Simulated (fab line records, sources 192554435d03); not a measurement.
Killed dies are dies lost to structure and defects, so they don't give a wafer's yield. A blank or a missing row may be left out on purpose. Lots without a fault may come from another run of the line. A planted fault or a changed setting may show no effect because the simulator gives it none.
Split-lot experiment | flow n5_finfet | 7 lots, 21 wafers read, on a route of 1938 steps

THE SPLIT
At N5_BEOL_M5_EXPOSE_25 (exposes mask V4, defocus 10 nm), the setting dose_mj was moved away from the recipe's 52.75 on 8 of the 21 wafers read, by -4.7% to +2.0%. The other wafers ran this setting at the recipe's value.

FROM THE SPLIT TO THE READING: what the file shows between them, 2 steps
- N5_BEOL_M5_PEB_26: peb time 60 s
- N5_BEOL_M5_DEVELOP_27: develop time 30 s

THE READING
cd_nm, in nm, at N5_BEOL_M5_CD_MEAS_28 (target cd 30.6 nm, target cd y 20 nm). Fault-free wafers of this fab line usually give 30.68 nm, standard deviation 0.25 nm.

wafer  | tool, chamber at the split | dose_mj as run | against the recipe | cd_nm, nm | against lot-mates on the recipe
L076.3 | euv_scanner-01, 0          | 53.81          | +2.0%              | 30.95     | +0.60
L076.5 | euv_scanner-01, 0          | 53.81          | +2.0%              | 30.71     | +0.36
L076.6 | euv_scanner-01, 0          | 52.75          | recipe             | 30.35     | -
L080.2 | euv_scanner-02, 0          | 50.84          | -3.6%              | 29.96     | -0.86
L080.5 | euv_scanner-02, 0          | 52.75          | recipe             | 30.82     | -
L080.6 | euv_scanner-02, 0          | 50.84          | -3.6%              | 29.66     | -1.16
L082.3 | euv_scanner-01, 0          | 52.75          | recipe             | 30.86     | -
L082.5 | euv_scanner-01, 0          | 50.26          | -4.7%              | 29.40     | -1.46
L082.6 | euv_scanner-01, 0          | 50.26          | -4.7%              | 29.43     | -1.43
L084.1 | euv_scanner-01, 0          | 53.75          | +1.9%              | 30.76     | -0.01
L084.2 | euv_scanner-01, 0          | 52.75          | recipe             | 30.77     | -
L084.6 | euv_scanner-01, 0          | 53.75          | +1.9%              | 30.87     | +0.10
L094.1 | euv_scanner-02, 0          | 52.75          | recipe             | 30.70     | -
L094.4 | euv_scanner-02, 0          | 52.75          | recipe             | 31.05     | -
L094.5 | euv_scanner-02, 0          | 52.75          | recipe             | 30.82     | -
L089.1 | euv_scanner-01, 0          | 52.75          | recipe             | 30.43     | -
L089.4 | euv_scanner-01, 0          | 52.75          | recipe             | 30.09     | -
L089.6 | euv_scanner-01, 0          | 52.75          | recipe             | 30.52     | -
L091.3 | euv_scanner-01, 0          | 52.75          | recipe             | 30.60     | -
L091.4 | euv_scanner-01, 0          | 52.75          | recipe             | 30.85     | -
L091.5 | euv_scanner-01, 0          | 52.75          | recipe             | 30.61     | -

THE FIT
A straight line over all 21 wafers: cd_nm changes by +0.214 nm for each +1% of dose_mj; r = +0.88; the points scatter about the line by 0.24 nm.
The same after taking each lot's own level away (the mean of its wafers on the recipe; 21 wafers): +0.26 nm for each +1%; r = +0.94; scatter 0.19 nm.
On that fit, the largest move of dose_mj shifts the reading by 1.2 nm.
The lots' own levels span 30.347 to 30.860 nm, that is 2.1 times the standard deviation above.
So the lot-to-lot level changes the slope: the two fits differ.
Check: with one of the wafers moved furthest among these (-4.7%) left out of the fit, the line predicts -1.24 nm for it against its lot-mates. It came out at -1.46 nm against them.

THE FILE'S OWN FIT
cd_nm changes by +0.268 nm for each +1% of dose_mj, r = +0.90.
